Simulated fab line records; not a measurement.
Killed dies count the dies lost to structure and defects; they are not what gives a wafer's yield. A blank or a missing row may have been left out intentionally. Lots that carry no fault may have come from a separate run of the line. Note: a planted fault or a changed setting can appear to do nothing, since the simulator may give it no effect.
The tool behind it: which one? + flow n5-finfet + 27 wafers from 9 lots sampled at 3 of the route's 1938 steps

== WHAT THE GAUGES READ, wafer by wafer ==
N5_GATE_CUT_INSPECT_26: inspects for defects (darkfield).
| lot  | measured     | on                | raw-defect-count |
|------|--------------|-------------------|------------------|
| L934 | day 5 09:38  | defect-inspect-01 | 50 35 52         |
| L935 | day 5 15:59  | defect-inspect-01 | 45 19 35         |
| L939 | day 7 03:11  | defect-inspect-02 | 42 48 26         |
| L944 | day 8 04:50  | defect-inspect-01 | 54 29 38         |
| L947 | day 9 03:49  | defect-inspect-02 | 54 55 43         |
| L948 | day 9 11:26  | defect-inspect-01 | 44 90 55         |
| L949 | day 9 13:08  | defect-inspect-02 | 36 39 50         |
| L950 | day 9 20:28  | defect-inspect-01 | 43 55 39         |
| L954 | day 10 15:10 | defect-inspect-01 | 87 57 51         |

== WHAT TOOL EACH LOT RAN ON (gives the tool, then ch and the chambers of the sampled wafers, and finally the start) ==
| lot  | N5_GATE_CUT_STRIP_21                 | N5_GATE_CUT_CMP_61            |
|------|--------------------------------------|-------------------------------|
| L934 | plasma-asher-02 ch 0,1, day 5 06:58  | cmp-01 ch 1,2,3, day 5 09:26  |
| L935 | plasma-asher-01 ch 0,1, day 5 13:13  | cmp-04 ch 0,2,3, day 5 15:47  |
| L939 | plasma-asher-02 ch 0,1, day 7 00:08  | cmp-04 ch 0,1,2, day 7 02:58  |
| L944 | plasma-asher-02 ch 0,1, day 7 23:16  | cmp-01 ch 1,2,3, day 8 04:36  |
| L947 | plasma-asher-02 ch 0,1, day 9 01:03  | cmp-02 ch 0,2,3, day 9 03:35  |
| L948 | plasma-asher-02 ch 0,1, day 9 08:45  | cmp-04 ch 1,3, day 9 11:12    |
| L949 | plasma-asher-02 ch 1, day 9 10:28    | cmp-02 ch 1,2,3, day 9 12:58  |
| L950 | plasma-asher-02 ch 0,1, day 9 17:43  | cmp-01 ch 1,3, day 9 20:16    |
| L954 | plasma-asher-02 ch 0,1, day 10 11:43 | cmp-02 ch 0,1,3, day 10 14:56 |
- N5_GATE_CUT_STRIP_21: strips in N2/H2, time 30 s.
- N5_GATE_CUT_CMP_61: polishes, stops on SiNx, t overpolish 3 s.

== THE ANSWER, worked out from the rows above alone ==
Rule: usual is defined by the lots themselves. The widest of any qualifying gaps counts: lots, ordered by their means at a reading, are off when they make up no more than a third of the lots, leave a main group of 4 or more, and stand apart from it by 3 or more times the standard deviation of that group's means. A main group whose means are all the same, to the digits that the tables above print for the reading, isn't used. Also off: a lot with no number at a reading for which 4 or more lots have one. All remaining lots with rows at the step are treated as sound.
None of the lots is off at any reading shown; this tells nothing.

== WHAT THE SIMULATOR PUT IN ==
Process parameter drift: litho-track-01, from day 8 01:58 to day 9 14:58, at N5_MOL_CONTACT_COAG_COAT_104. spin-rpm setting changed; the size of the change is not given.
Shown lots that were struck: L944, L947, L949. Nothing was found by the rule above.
